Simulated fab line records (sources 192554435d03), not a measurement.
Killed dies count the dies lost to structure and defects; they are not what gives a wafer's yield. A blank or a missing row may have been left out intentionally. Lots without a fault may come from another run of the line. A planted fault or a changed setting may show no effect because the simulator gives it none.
A struck lot beside a sound one ; flow n5-finfet ; 15 steps out of a route of 1938
Sound: wafers L780.1, L780.3, L780.5. Struck: wafers L786.2, L786.5. (L786.1 of the same lot was not struck and is left out.) The cause comes at the end.
Per side, at each step with rows, come the tool, then ch with its chambers, and then its first start. Under that, the readings that differ: sound wafers ; struck wafers ; difference of the means ; sigmas: that difference in standard deviations of wafers without a fault.
alike: same words and numbers on both sides, and readings whose means sit less than 2 such deviations apart. not compared: any withheld reading, any reading some wafer has no value for, any bound like >300 that may hide the same value, and any number with overlapping values for which the record gives no deviation.
The two part at a step that has a row with sigmas, a row that says differs or no value, or rows on one side only. Numbers that don't overlap but have no deviation are shown without sigmas and don't part them. Lack of a reading on every wafer of one side parts them only where that side has two or more wafers.

first, 5 steps without rows for these wafers: N5_PASSIVATION_SOFTBAKE_05 (time 90 s); N5_PASSIVATION_EXPOSE_07 (exposes mask TV, defocus 0 nm, target cd 3000 nm); N5_PASSIVATION_PEB_08; N5_PASSIVATION_DEVELOP_09 (develop time 60 s); N5_PASSIVATION_HARDBAKE_11 (time 120 s).
N5_PASSIVATION_CD_MEAS_10: target cd 3000 nm.
  sound on cd-sem-02 ch 0, day 14 23:21; struck on cd-sem-03 ch 0, day 16 13:45
  alike: cd-nm
N5_PASSIVATION_OVL_MEAS_60:
  sound on overlay-01 ch 0, day 14 23:23; struck on overlay-01 ch 0, day 16 13:47
  alike: TV_OVL
N5_PASSIVATION_INSPECT_61: inspects for defects (macro).
  sound on defect-inspect-02 at day 14 23:24; struck on defect-inspect-01 at day 16 13:48
  alike: raw-defect-count
N5_PASSIVATION_DESCUM_12: chemistry O2, time 7.9 s.
  sound on rie-diel-05 ch 2,3, day 14 23:26; struck on rie-diel-05 ch 1, day 16 13:50
reading;sound;struck;difference;sigmas
rf-fwd-power-W (W);49.46 49.51 49.48;49.71 50.03;+0.39;+2
  alike: drypump-motor-current-A, oes-product-au, rf-vpp-V, showerhead-plenum-p-Torr, throttle-valve-pct
  not compared: rf-hours-counter-h
N5_PASSIVATION_PASS_ETCH_74: etches SiNx in CF4/O2, target depth 220 nm, time 110 s.
  sound on rie-diel-05 ch 2,3, day 14 23:30; struck on rie-diel-05 ch 1, day 16 13:54
reading;sound;struck;difference;sigmas
rf-vpp-V (V);236 231 230;245 243;+12;+2
  alike: bias-w, drypump-motor-current-A, oes-product-au, rf-fwd-power-W, showerhead-plenum-p-Torr, throttle-valve-pct
  not compared: rf-hours-counter-h
N5_PASSIVATION_VIA_ETCH_13: etches SiO2 in CHF3/O2, target depth 660 nm, time 330 s.
  sound on rie-diel-05 ch 2,3, day 14 23:35; struck on rie-diel-05 ch 1, day 16 14:00
reading;sound;struck;difference;sigmas
rf-vpp-V (V);512 500 500;532 529;+26;+2
  alike: CHF3_flow_sccm, bias-w, drypump-motor-current-A, etch-rf-on-time-s, oes-product-au, rf-fwd-power-W, showerhead-plenum-p-Torr, throttle-valve-pct
  not compared: rf-hours-counter-h
N5_PASSIVATION_STRIP_14: strips in O2.
  sound on rie-diel-05 ch 2,3, day 14 23:47; struck on rie-diel-05 ch 1, day 16 14:11
  alike: drypump-motor-current-A, oes-product-au, rf-vpp-V, showerhead-plenum-p-Torr, throttle-valve-pct
  not compared: rf-hours-counter-h
N5_PASSIVATION_ETCH_15: etches SiCN in CF4/N2, target depth 75 nm, time 81.2 s.
  sound on rie-diel-05 ch 2,3, day 14 23:50; struck on rie-diel-05 ch 1, day 16 14:14
reading;sound;struck;difference;sigmas
bias-w (W);69.94 70.11 69.99;66.81 66.87;-3.17;-15
rf-vpp-V (V);382.3 379.1 379.9;372.6 370.4;-8.9;-4
  alike: drypump-motor-current-A, n2-flow-sccm, oes-product-au, rf-fwd-power-W, showerhead-plenum-p-Torr, throttle-valve-pct
  not compared: rf-hours-counter-h
then, 1 step without rows for these wafers: N5_PASSIVATION_STRIP_73 (strips in post etch residue remover, time 60 s).
N5_PASSIVATION_PROBE_49:
  sound on prober-01 at day 15 07:06; struck on prober-01 at day 16 20:50
  alike: defect-limited-yield, killed_at_M0_to_M3, killed_at_M4_up, killed-at-contacts, killed-at-front-end, killed-at-other, killed-dies, killed-open, killed-short, sort_bin_4_leakage, sort_bin_5_function, sort_bin_6_memory, sort-n-pass, sort-yield-pct

WHERE THEY PART
At N5_PASSIVATION_DESCUM_12 first; at N5_PASSIVATION_ETCH_15 last (within this record only). Later steps at which nothing parts them and some readings are alike: N5_PASSIVATION_PROBE_49.

WHY: what the simulator had put in
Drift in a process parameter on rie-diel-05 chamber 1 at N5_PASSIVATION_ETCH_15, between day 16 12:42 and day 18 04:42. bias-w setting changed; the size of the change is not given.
